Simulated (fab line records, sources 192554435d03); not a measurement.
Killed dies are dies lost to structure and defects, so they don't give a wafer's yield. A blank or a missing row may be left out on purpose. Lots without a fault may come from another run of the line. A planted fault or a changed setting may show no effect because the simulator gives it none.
Chamber matching | flow n5_finfet | N5_BEOL_M2_PECVD_72 on pecvd-02: 3 sister chambers
The step deposits SiO2 from TEOS/O2, target thk 16 nm, time 18 s. 3 wafers are shown with their chamber, then 9 later ones without.

WAFERS WITH THEIR CHAMBER
wafer  | chamber | throttle_valve_pct (%)
L090.5 | 1       | 23.4
L093.3 | 2       | 21.6
L093.6 | 0       | 21.1

WAFERS WITHOUT THEIR CHAMBER
wafer  | throttle_valve_pct (%)
L094.2 | 21.0
L094.3 | 21.8
L094.5 | 23.8
L095.2 | 23.8
L095.4 | 23.9
L095.5 | 21.2
L097.3 | 23.6
L097.4 | 21.2
L097.6 | 21.1

WHICH CHAMBER EACH WENT THROUGH
wafer  | from the rows above     | in truth
L094.2 | can't be placed: 0 or 2 | 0
L094.3 | can't be placed: 2 or 0 | 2
L094.5 | 1                       | 1
L095.2 | 1                       | 1
L095.4 | 1                       | 1
L095.5 | can't be placed: 0 or 2 | 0
L097.3 | 1                       | 1
L097.4 | can't be placed: 0 or 2 | 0
L097.6 | can't be placed: 0 or 2 | 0
Placed correctly: 4 of 9. Can't be placed from these rows: 5 (the true chamber is among the candidates in 5). Placed wrongly: 0.
How it was worked out, from the rows above alone: a wafer's distance from a chamber is the root of the sum, over the readings, of the square of ((its reading less the chamber's mean) divided by the reading's scatter). The wafer belongs to the nearest chamber; if the next one is less than 2 further off, it can't be placed. A chamber's mean is the mean of its shown wafers. The scatter: with one shown wafer a chamber, the root of the mean of the squares of how far each hidden wafer lies from its nearest shown one.
